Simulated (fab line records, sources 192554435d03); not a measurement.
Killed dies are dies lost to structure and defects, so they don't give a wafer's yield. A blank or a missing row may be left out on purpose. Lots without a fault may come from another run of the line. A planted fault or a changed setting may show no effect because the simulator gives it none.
Chamber matching | flow n5_finfet | N5_BEOL_M7_CURE_75 on uv_cure-02: 3 sister chambers
The step cures SiCOH lowk, time 120 s. 6 wafers are shown with their chamber, then 12 later ones without.

WAFERS WITH THEIR CHAMBER
wafer  | chamber | wafer_temp_C_max | lamp_power_pct (%)
L078.3 | 2       | 371.4            | 52.25
L078.6 | 2       | 371.2            | 52.31
L084.4 | 1       | 374.3            | 52.36
L084.6 | 1       | 372.3            | 52.34
L092.4 | 0       | 372.2            | 52.37
L092.5 | 0       | 371.4            | 52.25

WAFERS WITHOUT THEIR CHAMBER
wafer  | wafer_temp_C_max | lamp_power_pct (%)
L094.2 | 371.8            | 52.32
L094.3 | 371.2            | 52.31
L094.6 | 371.6            | 52.39
L095.1 | 372.7            | 52.19
L095.3 | 372.0            | 52.26
L095.6 | 372.4            | 52.30
L095.2 | 372.8            | 52.22
L095.4 | 371.8            | 52.29
L095.5 | 371.9            | 52.35
L097.2 | 372.1            | 52.37
L097.3 | 371.7            | 52.27
L097.5 | 371.8            | 52.30

WHICH CHAMBER EACH WENT THROUGH
wafer  | from the rows above          | in truth
L094.2 | can't be placed: 0 or 2 or 1 | 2
L094.3 | can't be placed: 2 or 0 or 1 | 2
L094.6 | can't be placed: 0 or 2 or 1 | 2
L095.1 | can't be placed: 2 or 0 or 1 | 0
L095.3 | can't be placed: 2 or 0 or 1 | 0
L095.6 | can't be placed: 0 or 2 or 1 | 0
L095.2 | can't be placed: 0 or 2 or 1 | 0
L095.4 | can't be placed: 0 or 2 or 1 | 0
L095.5 | can't be placed: 0 or 2 or 1 | 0
L097.2 | can't be placed: 0 or 1 or 2 | 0
L097.3 | can't be placed: 2 or 0 or 1 | 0
L097.5 | can't be placed: 0 or 2 or 1 | 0
Placed correctly: 0 of 12. Can't be placed from these rows: 12 (the true chamber is among the candidates in 12). Placed wrongly: 0.
How it was worked out, from the rows above alone: a wafer's distance from a chamber is the root of the sum, over the readings, of the square of ((its reading less the chamber's mean) divided by the reading's scatter). The wafer belongs to the nearest chamber; if the next one is less than 2 further off, it can't be placed. A chamber's mean is the mean of its shown wafers. The scatter: the root of (the sum of the squares of (reading less its chamber's mean) over the shown wafers, divided by (wafers less chambers)).
